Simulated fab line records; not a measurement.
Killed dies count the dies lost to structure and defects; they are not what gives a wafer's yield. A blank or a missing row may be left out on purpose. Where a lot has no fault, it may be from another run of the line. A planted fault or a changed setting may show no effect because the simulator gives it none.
Chamber matching :: flow n5-finfet :: pecvd-01 running N5_FIN_SAQP_PECVD_47: 3 sister chambers
The step deposits a-Si from SiH4/He, target thk 45 nm, time 36.3 s. 6 wafers are shown with their chamber, then 8 later ones without.

== EACH WAFER AND ITS CHAMBER ==
wafer: L083.2
chamber: 1
showerhead-plenum-p-Torr (Torr): 5.67
throttle-valve-pct (%): 18.2

wafer: L083.5
chamber: 1
showerhead-plenum-p-Torr (Torr): 5.66
throttle-valve-pct (%): 18.1

wafer: L084.1
chamber: 0
showerhead-plenum-p-Torr (Torr): 5.77
throttle-valve-pct (%): 18.7

wafer: L084.3
chamber: 2
showerhead-plenum-p-Torr (Torr): 5.60
throttle-valve-pct (%): 16.4

wafer: L084.5
chamber: 2
showerhead-plenum-p-Torr (Torr): 5.59
throttle-valve-pct (%): 16.5

wafer: L086.1
chamber: 0
showerhead-plenum-p-Torr (Torr): 5.76
throttle-valve-pct (%): 18.7

== WAFERS WITHOUT THEIR CHAMBER ==
wafer: L086.2
showerhead-plenum-p-Torr (Torr): 5.60
throttle-valve-pct (%): 16.1

wafer: L086.3
showerhead-plenum-p-Torr (Torr): 5.67
throttle-valve-pct (%): 18.4

wafer: L087.1
showerhead-plenum-p-Torr (Torr): 5.76
throttle-valve-pct (%): 18.7

wafer: L087.2
showerhead-plenum-p-Torr (Torr): 5.58
throttle-valve-pct (%): 16.5

wafer: L087.5
showerhead-plenum-p-Torr (Torr): 5.66
throttle-valve-pct (%): 18.3

wafer: L089.1
showerhead-plenum-p-Torr (Torr): 5.60
throttle-valve-pct (%): 16.3

wafer: L089.4
showerhead-plenum-p-Torr (Torr): 5.68
throttle-valve-pct (%): 18.3

wafer: L089.6
showerhead-plenum-p-Torr (Torr): 5.59
throttle-valve-pct (%): 16.2

== WHICH CHAMBER EACH ONE RAN IN ==
wafer: L086.2
from the rows above: 2
in truth: 2

wafer: L086.3
from the rows above: 1
in truth: 1

wafer: L087.1
from the rows above: 0
in truth: 0

wafer: L087.2
from the rows above: 2
in truth: 2

wafer: L087.5
from the rows above: 1
in truth: 1

wafer: L089.1
from the rows above: 2
in truth: 2

wafer: L089.4
from the rows above: 1
in truth: 1

wafer: L089.6
from the rows above: 2
in truth: 2
Correctly placed: 8 of 8. From these rows, 0 cannot be placed. Number placed wrongly: 0.
How it was worked out, from the rows above alone: a wafer's distance from a chamber is the root of the sum, over the readings, of the square of ((its reading less the chamber's mean) divided by the reading's scatter). The wafer belongs to the nearest chamber; if the next one is less than 2 further off, it can't be placed. For every chamber, the mean is computed from those of its wafers that are shown. The scatter: take each reading less its chamber's mean, square it, sum over the shown wafers, divide by the number of wafers less the number of chambers, and take the root.
